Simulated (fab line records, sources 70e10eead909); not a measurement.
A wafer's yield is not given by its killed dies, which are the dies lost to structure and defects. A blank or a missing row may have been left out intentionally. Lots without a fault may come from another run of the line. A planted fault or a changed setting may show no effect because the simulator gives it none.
fab line records	flow nand-harc
[record] lots = 24	wafers = 72	last-day = 33
route steps=1302 shown A_CHANNEL_FILL_D2@612 A_STAIRCASE@653
lots that met no fault: taken from a fault-free run of the same line
start-h: start of the lot's first displayed wafer, in hours after the record's first day	wait-h: hours elapsed since this lot's preceding step	" same as the row above	L1.1+2: several wafers, shown together as one row	- value missing, or start not given	* or withheld: withheld	< > ~ a bound
route shown NAME@n: names a module that has steps shown in the file, with the first one's number in the route	usual: average and standard deviation across the fault-free wafers	same: alike in all rows	chamber/n: place in a boat	sites: readings site by site	_std_site: their standard deviation	_edge_site: inner sites' mean taken away from outer sites' mean	radius-mm: how far each site lies from the wafer's centre	mask NAME#n: copy n	behind: the tool/chamber that last shaped the wafer	hold: why the lot was held/for how many hours/how that ended	device: the transistor (n, p or np) that didn't switch	end of line: tests run on the same wafers once the route is complete	step lacking rows: just its recipe	killed: dies lost to structure and defects at the first sort, not the wafer's yield	map: shows each die of a wafer: x if killed, . if not, _ if none is there
set.NAME: the setting the step ran with; set.NAME@STEP: the setting that earlier step ran with	model.NAME: the simulator's own value behind a step, which no gauge read
a sample of lots followed through the steps of the route, with each step as a table and each wafer as a row
services: from which hour (start-h, from the record's first day; less than 0 if before it) a tool's chamber was out of use, for how many hours, and why
[[steps]]
[step NHARC_A_CHANNEL_FILL_D2_ALD_02]
[recipe] target-thk-a = 60	pulse-time-s = 10	ald-cycles = 60	temp-c = 300	material = SiO2
[usual] heater-power-w = 485/42	precursor-pulse-height-rel = 1.001/0.019
lot.wafer	tool	chamber	start-h	wait-h	heater-power-w	precursor-pulse-height-rel
L075.2	ald-hk-01	1	306.23	0.1	510	0.980
L075.3	"	2	"	"	448	1.004
L075.5	"	2	"	"	451	0.997
L074.3	ald-hk-02	1	310.67	-	524	1.008
L074.2	"	3	"	"	482	0.970
L074.4	"	0	"	"	566	0.990
L076.1	ald-hk-01	0	315.96	0.3	469	1.020
L076.6	"	2	"	"	455	0.986
L076.5	"	3	"	"	419	0.982
L078.2	ald-hk-01	2	343.07	-	448	0.996
L078.4	"	1	"	"	506	0.982
L078.5	"	3	"	"	437	1.016
L077.1	ald-hk-04	3	346.75	-	467	1.005
L077.6	"	0	"	"	595	0.973
L077.5	"	1	"	"	457	1.017
L079.4	ald-hk-02	1	351.51	-	518	0.994
L079.2	"	2	"	"	460	1.015
L079.5	"	1	"	"	521	0.999
L080.3	ald-hk-04	1	354.84	-	467	1.031
L080.4	"	2	"	"	456	1.004
L080.6	"	1	"	"	476	1.002
L081.4	ald-hk-02	1	368.98	-	499	0.972
L081.6	"	2	"	"	444	0.999
L081.5	"	3	"	"	505	1.000
L082.1	ald-hk-01	1	393.72	0.1	530	0.984
L082.4	"	3	"	"	433	0.989
L082.5	"	2	"	"	458	0.981
L083.2	ald-hk-02	3	408.00	-	513	0.999
L083.1	"	2	"	"	459	1.006
L083.6	"	3	"	"	508	1.011
L084.2	ald-hk-04	2	409.57	-	452	0.976
L084.4	"	0	"	"	590	0.986
L084.3	"	1	"	"	467	1.018
L086.2	ald-hk-04	3	413.78	-	461	1.003
L086.1	"	0	"	"	609	0.979
L086.5	"	2	"	"	450	0.995
L085.1	ald-hk-04	0	418.06	0.3	599	1.012
L085.4	"	1	"	"	459	0.984
L085.5	"	2	"	"	442	0.994
L087.3	ald-hk-01	3	425.43	0.2	425	1.017
L087.2	"	0	"	"	461	0.979
L087.1	"	1	"	"	526	0.968
L088.3	ald-hk-04	2	449.29	-	457	0.995
L088.4	"	3	"	"	434	0.987
L088.1	"	0	"	"	550	1.041
L090.1	ald-hk-01	0	455.77	-	459	0.994
L090.3	"	1	"	"	526	0.975
L090.4	"	2	"	"	455	1.008
L089.3	ald-hk-01	2	457.23	-	440	0.997
L089.2	"	3	"	"	435	1.007
L089.1	"	1	"	"	512	0.970
L092.4	ald-hk-02	2	473.85	-	457	1.001
L092.2	"	0	"	"	540	1.023
L092.1	"	1	"	"	503	1.018
L091.3	ald-hk-02	0	478.09	-	523	0.979
L091.1	"	1	"	"	503	1.002
L091.5	"	0	"	"	532	0.991
L093.1	ald-hk-02	3	482.32	-	513	0.977
L093.3	"	0	"	"	528	1.032
L093.5	"	1	"	"	506	0.992
L095.1	ald-hk-02	1	506.94	-	498	1.010
L095.3	"	3	"	"	511	1.027
L095.4	"	0	"	"	532	0.981
L094.1	ald-hk-01	0	507.02	-	452	1.052
L094.4	"	3	"	"	421	1.006
L094.5	"	0	"	"	460	1.012
L097.1	ald-hk-02	2	525.67	-	456	1.012
L097.5	"	2	"	"	460	0.957
L097.6	"	3	"	"	507	0.979
L096.1	ald-hk-02	1	526.80	-	505	1.004
L096.2	"	2	"	"	474	1.025
L096.3	"	3	"	"	522	1.043
[step NHARC_A_CHANNEL_FILL_D2_STRIP_28]
[recipe] time-s = 20	o2-flow-sccm = 500	ar-flow-sccm = 0	bias-w = 0	chemistry = O2
[usual] drypump-motor-current-A = 5.62/0.29	oes-product-au = 1.005/0.012	rf-vpp-V = 57.8/0.86	showerhead-plenum-p-Torr = 3.47/0.14	throttle-valve-pct = 17.036/0.0088
lot.wafer	tool	chamber	start-h	wait-h	drypump-motor-current-A	oes-product-au	rf-hours-counter-h	rf-vpp-V	showerhead-plenum-p-Torr	throttle-valve-pct
L075.3	rie-diel-13	2	331.86	0.1	6.24	0.986	4	57.2	3.67	17.026
L075.2	"	1	"	"	5.24	1.006	5	58.8	3.72	17.036
L075.5	"	2	"	"	6.27	0.978	-	58.6	3.67	17.034
L074.2	rie-diel-05	2	335.78	0.1	5.77	1.004	2	56.7	3.32	17.028
L074.4	"	3	"	"	5.52	1.026	2	57.9	3.57	17.044
L074.3	"	0	"	"	5.56	1.005	2	56.3	3.38	17.040
L076.1	rie-diel-05	0	340.21	0.1	5.49	1.010	3	57.7	3.38	17.022
L076.5	"	0	"	"	5.53	1.011	-	59.0	3.38	17.048
L076.6	"	1	"	"	5.59	1.017	-	57.3	3.50	17.023
L078.4	rie-diel-03	2	367.59	0.1	5.41	0.981	11	57.7	3.29	17.035
L078.2	"	1	"	"	4.99	1.007	13	57.3	3.57	17.031
L078.5	"	3	"	"	5.44	1.002	-	57.8	3.73	17.025
L077.1	rie-diel-13	1	371.60	0.1	5.23	1.015	1	57.5	3.72	17.044
L077.5	"	0	"	"	5.82	0.999	-	58.5	3.39	17.047
L077.6	"	1	"	"	5.25	1.015	-	58.5	3.72	17.030
L079.2	rie-diel-05	2	375.58	0.1	5.75	0.995	3	56.9	3.31	17.033
L079.5	"	2	"	"	5.76	1.011	-	57.8	3.32	17.036
L079.4	"	0	"	"	5.55	1.002	-	57.7	3.38	17.040
L080.3	rie-diel-13	3	381.64	0.1	6.08	1.027	1	56.9	3.39	17.031
L080.4	"	0	"	"	5.79	1.006	1	57.1	3.39	17.051
L080.6	"	3	"	"	6.07	1.021	-	56.5	3.39	17.034
L081.4	rie-diel-13	1	396.50	0.1	5.24	1.015	1	58.0	3.72	17.039
L081.5	"	3	"	"	6.05	1.019	-	57.7	3.39	17.022
L081.6	"	0	"	"	5.79	1.001	-	57.5	3.39	17.025
L082.1	rie-diel-03	2	417.99	0.1	5.39	0.985	16	57.3	3.28	17.031
L082.4	"	1	"	"	4.95	1.000	-	57.5	3.56	17.063
L082.5	"	2	"	"	5.40	0.977	-	56.5	3.28	17.034
L083.1	rie-diel-05	2	432.96	0.1	5.74	1.001	0	57.5	3.32	17.034
L083.2	"	1	"	"	5.58	1.012	0	58.1	3.50	17.039
L083.6	"	2	"	"	5.76	1.009	-	57.0	3.32	17.041
L084.2	rie-diel-13	2	432.99	0.1	6.25	0.990	3	58.6	3.67	17.051
L084.4	"	0	"	"	5.81	1.021	3	58.1	3.39	17.039
L084.3	"	1	"	"	5.24	1.005	3	59.4	3.72	17.033
L085.1	rie-diel-05	1	439.40	0.1	5.57	1.014	0	58.0	3.50	17.034
L085.4	"	3	"	"	5.55	1.011	1	56.8	3.56	17.038
L085.5	"	1	"	"	5.55	1.020	-	57.6	3.50	17.050
L086.2	rie-diel-03	2	439.40	0.1	5.42	0.973	19	57.0	3.28	17.026
L086.1	"	3	"	"	5.46	1.009	22	57.8	3.72	17.032
L086.5	"	2	"	"	5.42	0.976	-	57.0	3.28	17.027
L087.2	rie-diel-05	3	453.05	0.1	5.50	1.011	1	57.5	3.56	17.044
L087.3	"	0	"	"	5.52	0.994	1	55.6	3.38	17.031
L087.1	"	2	"	"	5.73	0.996	1	58.2	3.31	17.030
L088.4	rie-diel-05	3	473.59	0.1	5.54	1.012	2	57.9	3.56	17.033
L088.1	"	0	"	"	5.53	1.011	1	58.8	3.38	17.021
L088.3	"	2	"	"	5.72	1.012	1	57.8	3.31	17.035
L089.2	rie-diel-13	2	480.41	0.1	6.21	1.000	4	58.4	3.67	17.045
L089.1	"	0	"	"	5.82	1.018	4	58.3	3.39	17.028
L089.3	"	1	"	"	5.26	1.004	4	56.3	3.72	17.024
L090.3	rie-diel-05	1	480.41	0.1	5.59	1.015	2	56.7	3.50	17.055
L090.1	"	2	"	"	5.72	1.005	2	56.7	3.31	17.031
L090.4	"	3	"	"	5.53	1.000	2	57.8	3.56	17.037
L092.1	rie-diel-05	1	501.65	0.1	5.60	1.027	2	58.6	3.50	17.031
L092.2	"	3	"	"	5.54	1.026	2	56.6	3.56	17.026
L092.4	"	0	"	"	5.57	0.996	2	59.1	3.38	17.035
L091.3	rie-diel-03	1	501.65	0.1	4.99	0.990	6	58.4	3.56	17.040
L091.1	"	3	"	"	5.45	1.034	7	58.6	3.72	17.043
L091.5	"	1	"	"	4.98	1.011	-	58.1	3.56	17.032
L093.1	rie-diel-05	2	508.70	0.1	5.75	1.009	2	58.6	3.31	17.037
L093.3	"	3	"	"	5.50	1.008	2	57.8	3.56	17.042
L093.5	"	2	"	"	5.75	1.024	-	56.4	3.31	17.039
L094.4	rie-diel-03	3	533.33	0.1	5.43	1.023	10	57.0	3.71	17.039
L094.1	"	1	"	"	4.99	0.980	12	58.3	3.55	17.040
L094.5	"	0	"	"	5.77	0.987	-	55.7	3.31	17.031
L095.3	rie-diel-05	3	533.33	0.1	5.55	1.011	3	56.9	3.56	17.042
L095.1	"	1	"	"	5.59	1.022	3	56.8	3.50	17.047
L095.4	"	2	"	"	5.74	1.012	3	57.4	3.31	17.036
L096.2	rie-diel-05	2	550.82	0.1	5.72	1.003	3	56.2	3.31	17.029
L096.1	"	3	"	"	5.56	1.006	3	57.2	3.56	17.054
L096.3	"	1	"	"	5.58	1.009	3	59.4	3.50	17.019
L097.1	rie-diel-03	1	550.82	0.1	4.97	0.997	13	57.8	3.55	17.025
L097.5	"	0	"	"	5.78	0.992	-	56.9	3.30	17.040
L097.6	"	1	"	"	4.96	0.993	-	58.5	3.55	17.024
[step NHARC_A_CHANNEL_FILL_D2_RTA_24]
[recipe] temp-c = 1000	time-s = 5
[usual] lamp-power-pct = 29.1/2.7	wafer_temp_C_max = 1005.8/1.7
lot.wafer	tool	chamber	start-h	wait-h	lamp-power-pct	wafer_temp_C_max
L075.2	rtp-anneal-01	0	355.76	0.1	32.1	1006.5
L075.3	"	0	"	"	32.2	1007.1
L075.5	"	0	"	"	32.2	1007.2
L074.2	rtp-anneal-02	0	364.21	0.1	26.6	1003.6
L074.3	"	0	"	"	26.6	1005.3
L074.4	"	0	"	"	26.6	1005.3
L076.1	rtp-anneal-02	0	364.35	0.2	26.6	1003.9
L076.5	"	0	"	"	26.5	1004.5
L076.6	"	0	"	"	26.5	1004.3
L078.2	rtp-anneal-01	0	391.42	0.1	32.1	1007.4
L078.4	"	0	"	"	32.1	1007.5
L078.5	"	0	"	"	32.1	1007.1
L077.1	rtp-anneal-01	0	395.15	0.0	32.0	1005.2
L077.5	"	0	"	"	32.0	1007.3
L077.6	"	0	"	"	32.1	1006.4
L079.2	rtp-anneal-02	0	399.54	0.1	26.6	1004.7
L079.4	"	0	"	"	26.6	1005.6
L079.5	"	0	"	"	26.6	1004.0
L080.3	rtp-anneal-02	0	405.41	0.1	26.6	1003.5
L080.4	"	0	"	"	26.6	1007.2
L080.6	"	0	"	"	26.6	1005.0
L081.4	rtp-anneal-02	0	425.92	0.1	26.6	1005.4
L081.5	"	0	"	"	26.6	1005.1
L081.6	"	0	"	"	26.7	1005.4
L082.1	rtp-anneal-01	0	441.06	0.0	32.0	1005.6
L082.4	"	0	"	"	32.0	1006.0
L082.5	"	0	"	"	32.0	1009.0
L083.1	rtp-anneal-01	0	456.71	0.0	32.2	1006.2
L083.2	"	0	"	"	32.1	1005.5
L083.6	"	0	"	"	32.1	1007.3
L084.2	rtp-anneal-02	0	456.83	0.2	26.5	1004.9
L084.3	"	0	"	"	26.6	1005.2
L084.4	"	0	"	"	26.6	1003.2
L085.1	rtp-anneal-02	0	463.42	0.0	26.6	1005.2
L085.4	"	0	"	"	26.6	1004.7
L085.5	"	0	"	"	26.6	1004.3
L086.1	rtp-anneal-01	0	463.43	0.0	32.1	1005.9
L086.2	"	0	"	"	32.0	1008.0
L086.5	"	0	"	"	32.1	1008.2
L087.1	rtp-anneal-02	0	476.79	0.0	26.6	1004.9
L087.2	"	0	"	"	26.7	1003.9
L087.3	"	0	"	"	26.6	1004.3
L088.1	rtp-anneal-01	0	500.88	0.0	32.1	1007.4
L088.3	"	0	"	"	32.0	1006.7
L088.4	"	0	"	"	32.0	1007.4
L090.1	rtp-anneal-01	0	505.18	0.0	32.1	1007.7
L090.3	"	0	"	"	32.1	1009.7
L090.4	"	0	"	"	32.1	1008.2
L089.1	rtp-anneal-01	0	505.35	0.1	32.0	1005.3
L089.2	"	0	"	"	32.0	1006.5
L089.3	"	0	"	"	32.0	1005.6
L091.1	rtp-anneal-01	0	524.96	0.0	32.1	1006.0
L091.3	"	0	"	"	32.1	1008.4
L091.5	"	0	"	"	32.1	1006.1
L092.1	rtp-anneal-02	0	524.97	0.0	26.6	1004.4
L092.2	"	0	"	"	26.6	1007.7
L092.4	"	0	"	"	26.6	1004.6
L093.1	rtp-anneal-02	0	531.81	0.0	26.6	1004.6
L093.3	"	0	"	"	26.6	1004.0
L093.5	"	0	"	"	26.6	1006.0
L094.1	rtp-anneal-01	0	556.36	0.0	32.1	1005.9
L094.4	"	0	"	"	32.1	1005.2
L094.5	"	0	"	"	32.2	1007.1
L095.1	rtp-anneal-02	0	556.43	0.1	26.5	1005.0
L095.3	"	0	"	"	26.5	1004.4
L095.4	"	0	"	"	26.5	1005.2
L097.1	rtp-anneal-02	0	574.05	0.0	26.5	1003.9
L097.5	"	0	"	"	26.6	1003.8
L097.6	"	0	"	"	26.6	1003.9
L096.1	rtp-anneal-02	0	574.22	0.2	26.6	1005.1
L096.2	"	0	"	"	26.6	1004.7
L096.3	"	0	"	"	26.6	1004.7
[step NHARC_A_STAIRCASE_STRIP_171]
[recipe] power-w = 1500	temp-c = 250	chemistry = O2
[usual] drypump-motor-current-A = 5.82/0.21	heater-power-w = 310/29
lot.wafer	tool	chamber	start-h	wait-h	drypump-motor-current-A	heater-power-w	rf-hours-counter-h
L075.2	plasma-asher-01	0	357.21	-	5.82	305	1
L075.3	"	1	"	"	5.59	336	-
L075.5	"	1	"	"	5.60	339	-
L074.2	plasma-asher-02	0	365.74	-	6.21	267	26
L074.3	"	0	"	"	6.17	275	-
L074.4	"	1	"	"	5.74	300	-
L076.1	plasma-asher-01	1	366.22	-	5.61	345	4
L076.6	"	1	"	"	5.60	345	-
L076.5	"	0	"	"	5.91	308	-
L078.2	plasma-asher-01	0	393.05	-	5.86	310	9
L078.4	"	1	"	"	5.59	343	-
L078.5	"	0	"	"	5.84	314	-
L077.1	plasma-asher-02	0	406.48	-	6.21	279	33
L077.6	"	0	"	"	6.19	274	-
L077.5	"	1	"	"	5.75	299	-
L079.2	plasma-asher-01	1	406.57	-	5.60	343	12
L079.4	"	0	"	"	5.85	299	-
L079.5	"	1	"	"	5.59	342	-
L080.4	plasma-asher-01	1	407.27	-	5.60	345	-
L080.3	"	0	"	"	5.88	312	-
L080.6	"	0	"	"	5.89	318	-
L081.4	plasma-asher-01	1	427.55	-	5.61	347	-
L081.6	"	1	"	"	5.57	335	-
L081.5	"	0	"	"	5.83	311	-
L082.1	plasma-asher-01	0	443.83	-	5.90	311	21
L082.4	"	0	"	"	5.88	308	-
L082.5	"	1	"	"	5.60	338	-
L083.1	plasma-asher-01	1	458.29	-	5.61	341	24
L083.2	"	0	"	"	5.89	304	24
L083.6	"	0	"	"	5.91	308	-
L084.2	plasma-asher-02	1	458.49	-	5.74	294	4
L084.4	"	0	"	"	6.20	279	-
L084.3	"	1	"	"	5.74	291	-
L085.1	plasma-asher-01	0	465.26	-	5.86	301	26
L085.4	"	0	"	"	5.86	310	-
L085.5	"	0	"	"	5.88	305	-
L086.2	plasma-asher-01	0	465.50	-	5.87	313	26
L086.1	"	1	"	"	5.60	341	26
L086.5	"	0	"	"	5.89	308	-
L087.1	plasma-asher-02	0	478.43	-	6.17	277	9
L087.2	"	1	"	"	5.73	292	9
L087.3	"	1	"	"	5.72	296	-
L088.1	plasma-asher-02	0	502.49	-	6.18	273	13
L088.3	"	1	"	"	5.74	295	-
L088.4	"	0	"	"	6.19	269	-
L090.1	plasma-asher-02	1	506.75	-	5.74	289	13
L090.4	"	1	"	"	5.74	287	-
L090.3	"	0	"	"	6.19	278	-
L089.1	plasma-asher-01	1	506.90	-	5.61	346	35
L089.2	"	0	"	"	5.91	308	35
L089.3	"	0	"	"	5.91	317	-
L092.2	plasma-asher-02	1	526.71	-	5.74	287	19
L092.1	"	0	"	"	6.19	269	19
L092.4	"	0	"	"	6.17	266	-
L091.1	plasma-asher-02	1	527.04	-	5.73	285	19
L091.3	"	1	"	"	5.74	296	-
L091.5	"	0	"	"	6.21	267	-
L093.1	plasma-asher-01	0	533.99	-	5.86	284	2
L093.3	"	1	"	"	5.58	357	-
L093.5	"	1	"	"	5.57	364	-
L095.1	plasma-asher-01	0	557.86	-	5.80	290	5
L095.3	"	0	"	"	5.88	282	-
L095.4	"	1	"	"	5.61	360	-
L094.1	plasma-asher-01	0	558.14	-	5.87	289	6
L094.4	"	1	"	"	5.58	363	-
L094.5	"	0	"	"	5.83	289	-
L097.1	plasma-asher-02	1	578.58	-	5.74	295	27
L097.5	"	0	"	"	6.18	271	-
L097.6	"	1	"	"	5.75	295	-
L096.2	plasma-asher-01	1	578.73	-	5.59	353	8
L096.1	"	0	"	"	5.91	288	8
L096.3	"	1	"	"	5.55	373	-
[step NHARC_A_STAIRCASE_ETCH_25]
[recipe] target-depth-a = 1000	time-s = 40.5	ion-energy-ev = 400	c4f8-flow-sccm = 20	o2-flow-sccm = 10	ar-flow-sccm = withheld	rf-w = 600	bias-w = 1000	chemistry = C4F8/O2
[usual] oes-product-au = 0.948/0.013	rf-vpp-V = 894/4.4
lot.wafer	tool	chamber	start-h	wait-h	oes-product-au	rf-hours-counter-h	rf-vpp-V
L075.2	rie-diel-09	1	-	-	0.940	5	900
L075.3	"	0	"	"	0.947	13	896
L075.5	"	2	"	"	0.981	-	898
L074.4	rie-diel-12	0	-	-	0.946	34	888
L074.2	"	1	"	"	0.959	27	895
L074.3	"	2	"	"	0.962	29	895
L076.1	rie-diel-02	3	-	-	0.941	52	891
L076.5	"	2	"	"	0.946	-	894
L076.6	"	3	"	"	0.949	-	891
L078.2	rie-diel-12	1	-	-	0.971	35	893
L078.4	"	0	"	"	0.951	41	889
L078.5	"	1	"	"	0.978	-	895
L077.1	rie-diel-09	2	-	-	0.944	26	897
L077.5	"	3	"	"	0.947	-	901
L077.6	"	0	"	"	0.933	-	896
L079.2	rie-diel-12	2	-	-	0.960	44	891
L079.4	"	1	"	"	0.972	43	892
L079.5	"	2	"	"	0.962	-	894
L080.3	rie-diel-02	3	-	-	0.963	3	891
L080.4	"	1	"	"	0.930	6	890
L080.6	"	0	"	"	0.963	-	889
L081.4	rie-diel-02	2	-	-	0.948	8	895
L081.6	"	1	"	"	0.928	-	890
L081.5	"	2	"	"	0.942	-	894
L082.1	rie-diel-09	3	-	-	0.956	38	901
L082.4	"	0	"	"	0.926	40	897
L082.5	"	2	"	"	0.957	-	899
L084.2	rie-diel-09	1	-	-	0.942	36	902
L084.3	"	3	"	"	0.951	42	900
L084.4	"	0	"	"	0.954	43	896
L083.2	rie-diel-12	1	-	-	0.943	1	893
L083.1	"	2	"	"	0.962	1	894
L083.6	"	1	"	"	0.954	-	893
L085.4	rie-diel-02	3	-	-	0.945	23	890
L085.1	"	1	"	"	0.929	25	888
L085.5	"	3	"	"	0.944	-	890
L086.2	rie-diel-09	0	-	-	0.932	44	897
L086.1	"	1	"	"	0.947	38	902
L086.5	"	0	"	"	0.938	-	895
L087.3	rie-diel-12	2	-	-	0.945	12	894
L087.2	"	0	"	"	0.937	10	888
L087.1	"	1	"	"	0.934	10	892
L088.3	rie-diel-09	1	-	-	0.941	0	900
L088.1	"	2	"	"	0.976	0	897
L088.4	"	3	"	"	0.970	0	900
L089.1	rie-diel-09	2	-	-	0.962	1	897
L089.2	"	3	"	"	0.948	1	900
L089.3	"	0	"	"	0.944	1	895
L090.4	rie-diel-12	3	-	-	0.955	22	893
L090.1	"	0	"	"	0.949	23	887
L090.3	"	2	"	"	0.950	20	893
L092.1	rie-diel-12	1	-	-	0.919	27	892
L092.2	"	2	"	"	0.943	28	894
L092.4	"	0	"	"	0.933	29	887
L091.1	rie-diel-02	3	-	-	0.942	44	888
L091.3	"	2	"	"	0.937	45	892
L091.5	"	3	"	"	0.934	-	889
L093.1	rie-diel-12	1	-	-	0.935	30	893
L093.3	"	2	"	"	0.946	32	893
L093.5	"	0	"	"	0.949	-	887
L095.3	rie-diel-12	3	-	-	0.944	43	892
L095.1	"	0	"	"	0.952	40	888
L095.4	"	3	"	"	0.951	-	892
L094.1	rie-diel-09	1	-	-	0.938	16	899
L094.4	"	3	"	"	0.962	18	900
L094.5	"	1	"	"	0.924	-	901
L096.1	rie-diel-09	1	-	-	0.925	27	899
L096.3	"	2	"	"	0.945	27	899
L096.2	"	0	"	"	0.927	26	894
L097.1	rie-diel-12	3	-	-	0.946	54	892
L097.6	"	0	"	"	0.944	-	887
L097.5	"	1	"	"	0.948	-	892
[step NHARC_A_STAIRCASE_TRIM_26]
[recipe] time-s = 211.2	o2-flow-sccm = 500	ar-flow-sccm = 0	bias-w = 0	chemistry = O2
[usual] drypump-motor-current-A = 5.8/0.54	oes-product-au = 1.004/0.013	rf-vpp-V = 57.7/0.89	showerhead-plenum-p-Torr = 3.47/0.12	throttle-valve-pct = 17.035/0.008
lot.wafer	tool	chamber	start-h	wait-h	drypump-motor-current-A	oes-product-au	rf-hours-counter-h	rf-vpp-V	showerhead-plenum-p-Torr	throttle-valve-pct
L075.2	rie-diel-09	1	-	-	5.5	1.002	5	56.8	3.68	17.027
L075.3	"	3	"	"	6.6	1.004	12	57.2	3.66	17.040
L075.5	"	1	"	"	5.5	1.000	-	58.0	3.68	17.025
L074.2	rie-diel-12	2	-	-	5.8	1.031	29	59.0	3.48	17.037
L074.3	"	0	"	"	6.8	1.010	34	57.3	3.33	17.038
L074.4	"	1	"	"	6.1	1.027	27	57.8	3.45	17.036
L076.1	rie-diel-02	1	-	-	6.1	0.987	54	57.2	3.35	17.052
L076.6	"	2	"	"	4.8	0.981	-	58.0	3.46	17.032
L076.5	"	3	"	"	6.0	0.995	-	59.3	3.38	17.027
L078.4	rie-diel-12	1	-	-	6.2	1.024	35	59.2	3.45	17.029
L078.2	"	3	"	"	5.3	1.009	46	57.8	3.47	17.033
L078.5	"	2	"	"	5.9	1.030	-	58.3	3.47	17.029
L077.1	rie-diel-09	2	-	-	5.5	1.007	26	57.1	3.58	17.032
L077.5	"	1	"	"	5.5	0.999	-	58.4	3.67	17.047
L077.6	"	2	"	"	5.5	1.004	-	57.0	3.58	17.038
L079.2	rie-diel-12	3	-	-	5.4	1.004	46	57.3	3.47	17.040
L079.4	"	0	"	"	6.8	0.999	49	57.4	3.32	17.039
L079.5	"	1	"	"	6.1	1.026	-	59.7	3.44	17.036
L080.4	rie-diel-02	2	-	-	4.8	0.997	4	58.5	3.46	17.040
L080.3	"	1	"	"	6.1	0.980	6	57.4	3.34	17.046
L080.6	"	3	"	"	6.1	1.012	-	57.9	3.37	17.036
L081.4	rie-diel-02	0	-	-	5.6	1.011	10	56.4	3.29	17.051
L081.5	"	3	"	"	6.0	1.001	-	58.5	3.37	17.038
L081.6	"	0	"	"	5.6	1.012	-	56.6	3.29	17.037
L082.4	rie-diel-09	0	-	-	5.3	0.985	40	59.0	3.52	17.044
L082.1	"	1	"	"	5.6	1.002	33	59.1	3.67	17.030
L082.5	"	2	"	"	5.5	1.009	-	58.9	3.58	17.039
L084.3	rie-diel-09	1	-	-	5.6	0.993	36	57.6	3.66	17.038
L084.2	"	2	"	"	5.5	0.999	39	60.0	3.57	17.042
L084.4	"	3	"	"	6.6	1.009	42	59.3	3.65	17.043
L083.1	rie-diel-12	1	-	-	6.2	1.001	1	56.1	3.44	17.043
L083.2	"	0	"	"	6.7	1.013	2	57.9	3.31	17.038
L083.6	"	1	"	"	6.2	0.999	-	57.1	3.44	17.023
L085.1	rie-diel-02	3	-	-	6.0	0.999	23	58.0	3.36	17.032
L085.4	"	2	"	"	4.8	0.996	25	58.3	3.45	17.031
L085.5	"	3	"	"	6.0	0.999	-	57.9	3.36	17.038
L086.1	rie-diel-09	0	-	-	5.3	0.987	44	57.5	3.52	17.009
L086.2	"	2	"	"	5.5	1.016	40	58.9	3.57	17.046
L086.5	"	0	"	"	5.3	1.000	-	56.7	3.52	17.052
L087.1	rie-diel-12	0	-	-	6.7	0.997	10	56.4	3.31	17.022
L087.3	"	1	"	"	6.1	0.997	10	56.5	3.43	17.045
L087.2	"	3	"	"	5.4	1.002	12	59.1	3.46	17.038
L088.3	rie-diel-09	3	-	-	6.6	1.018	0	58.2	3.64	17.029
L088.1	"	0	"	"	5.3	1.000	0	58.2	3.51	17.030
L088.4	"	1	"	"	5.6	0.989	1	56.9	3.66	17.043
L089.3	rie-diel-09	3	-	-	6.6	1.016	1	57.5	3.64	17.031
L089.2	"	0	"	"	5.3	0.981	1	57.3	3.51	17.042
L089.1	"	1	"	"	5.5	0.988	1	56.1	3.66	17.044
L090.3	rie-diel-12	0	-	-	6.8	1.003	23	58.9	3.30	17.035
L090.1	"	2	"	"	5.9	1.002	20	57.5	3.45	17.036
L090.4	"	3	"	"	5.4	1.017	22	56.3	3.45	17.030
L092.4	rie-diel-12	2	-	-	5.9	0.994	29	58.0	3.45	17.029
L092.2	"	3	"	"	5.4	0.999	30	56.9	3.45	17.016
L092.1	"	0	"	"	6.7	0.989	29	57.1	3.30	17.035
L091.3	rie-diel-02	2	-	-	4.8	0.988	45	57.4	3.44	17.030
L091.1	"	3	"	"	6.1	0.984	44	58.0	3.35	17.039
L091.5	"	0	"	"	5.6	1.001	-	56.2	3.27	17.033
L093.3	rie-diel-12	2	-	-	5.9	1.010	32	57.3	3.44	17.028
L093.1	"	3	"	"	5.4	1.012	36	56.3	3.45	17.048
L093.5	"	3	"	"	5.4	1.016	-	57.1	3.45	17.039
L095.1	rie-diel-12	2	-	-	5.9	1.014	39	57.3	3.44	17.028
L095.3	"	3	"	"	5.4	1.007	43	57.4	3.44	17.026
L095.4	"	0	"	"	6.8	1.007	-	58.9	3.29	17.042
L094.4	rie-diel-09	0	-	-	5.4	0.986	16	56.9	3.50	17.042
L094.1	"	1	"	"	5.6	0.983	16	58.6	3.65	17.039
L094.5	"	3	"	"	6.6	1.022	-	58.3	3.63	17.035
L096.3	rie-diel-09	2	-	-	5.5	1.003	27	57.9	3.55	17.025
L096.2	"	3	"	"	6.6	1.019	26	58.4	3.62	17.052
L096.1	"	1	"	"	5.6	0.986	27	57.4	3.64	17.047
L097.1	rie-diel-12	2	-	-	5.9	1.004	51	57.0	3.43	17.046
L097.6	"	3	"	"	5.4	1.006	-	57.1	3.44	17.033
L097.5	"	0	"	"	6.8	1.000	-	57.2	3.29	17.042
[[services]]
tool	chamber	start-h	hours	kind
rie-diel-02	0	287.48	2.4	repair
rie-diel-05	1	299.78	3.2	repair
rie-diel-05	3	302.66	5.4	repair
plasma-asher-01	-	304.41	2.6	repair
ald-hk-02	-	307.15	0.7	repair
rie-diel-09	1	319.43	1.2	repair
rie-diel-09	-	320.19	9.0	pm
plasma-asher-01	-	342.00	9.0	pm
rie-diel-12	0	343.12	11.2	repair
rie-diel-05	2	347.69	13.8	repair
rie-diel-09	-	351.97	4.2	repair
rie-diel-05	3	371.02	10.1	repair
rtp-anneal-01	-	372.00	12.0	pm
rie-diel-02	-	394.09	9.0	pm
rie-diel-12	3	397.22	12.4	repair
rie-diel-05	-	406.60	9.0	pm
rie-diel-09	2	427.47	7.2	repair
rie-diel-05	-	460.73	0.3	repair
rie-diel-05	0	486.35	10.1	repair
rie-diel-09	-	497.19	9.0	pm
plasma-asher-01	-	519.00	9.0	pm
rie-diel-05	3	522.11	4.5	repair
rie-diel-05	-	552.49	0.4	repair
rie-diel-05	-	583.60	9.0	pm
[[key]]
fault none
